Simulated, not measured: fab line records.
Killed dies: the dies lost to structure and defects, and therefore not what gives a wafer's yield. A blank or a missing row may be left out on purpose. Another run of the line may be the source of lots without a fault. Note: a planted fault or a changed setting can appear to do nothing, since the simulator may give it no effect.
A lot that was struck, set against a sound lot :: flow nandHarc :: 14 steps out of a route of 1302
Sound: wafers L686.2, L686.5, L686.6. Wafers L689.1, L689.3, L689.6 were the ones struck. At the end, the cause is stated.
Each step with rows lists, per side, the tool, then ch with its chambers, then its first start. Under that, the readings that differ: sound wafers :: struck wafers :: difference of the means :: sigmas: that difference in standard deviations of wafers without a fault.
alike: a reading whose means differ by less than 2 such deviations, as well as words and numbers matching on both sides. not compared: withheld readings; readings where some wafer has no value; bounds like >300 that might hide an equal value; numbers whose values overlap and for which the record gives no deviation.
The two part at a step that has a row with sigmas, a row that says differs or no value, or rows on one side only. Numbers that have no deviation but don't overlap get no sigmas and don't part them. A reading that every wafer of one side lacks parts them only if that side has two wafers or more.

NHARC_P_BONDPAD_DEP_00: deposits SiCN, target thk 250 nm.
  sound on pecvd-03 ch 0,1,2, day 7 17:58; struck on pecvd-02 ch 0,1,2
  alike: chamberPressureTorr, heaterPowerW
  not compared: sinceWetCleanH
NHARC_P_BONDPAD_CMP_32: polishes SiCN, target thk 200 nm.
  sound on cmp-03 ch 2,3, day 7 18:23; struck on cmp-01 ch 0,1,2, day 8 23:35
reading: edgeZonePressureFrac
sound: 1.011 1.001 1.011
struck: 0.999 0.988 1.001
difference: -0.012
sigmas: -2
  alike: motorCurrentA
NHARC_P_BONDPAD_THK_MEAS_33: measures by ellipsometry.
  sound on filmMetro-01, day 7 18:38; struck on filmMetro-01, day 8 23:49
  alike: thkNm
then, 9 steps without rows for these wafers: NHARC_P_BONDPAD_SRD_34; NHARC_P_BONDPAD_DEHYDRATE_01 (time 120 s); NHARC_P_BONDPAD_HMDS_02 (time 30 s); NHARC_P_BONDPAD_COAT_36 (time 65 s); NHARC_P_BONDPAD_COAT_03 (resist thk 600 nm); NHARC_P_BONDPAD_SOFTBAKE_04 (time 70 s); NHARC_P_BONDPAD_EBR_05; NHARC_P_BONDPAD_EXPOSE_06 (exposes mask P BPAD); NHARC_P_BONDPAD_PEB_07 (peb time 80 s).
NHARC_P_BONDPAD_DEVELOP_08: time 50 s.
  struck on lithoTrack-07, day 9 00:00; sound on lithoTrack-02 ch 0, day 7 19:00
  no value came back on the struck wafers for chillPlateTempC (C), developerTempC (C); on the sound wafers chillPlateTempC (C) reads 23.05 22.86 23.03
NHARC_P_BONDPAD_CD_MEAS_09: target cd 500 nm.
  sound on cdSem-02 ch 0, day 7 19:11; struck on cdSem-02 ch 0, day 9 00:23
  alike: cdNm

== WHERE THEY PART ==
Last at NHARC_P_BONDPAD_DEVELOP_08 as far as this record goes, first at NHARC_P_BONDPAD_CMP_32. Later steps at which nothing parts them and some readings are alike: NHARC_P_BONDPAD_CD_MEAS_09.

WHY: whatever the simulator had introduced
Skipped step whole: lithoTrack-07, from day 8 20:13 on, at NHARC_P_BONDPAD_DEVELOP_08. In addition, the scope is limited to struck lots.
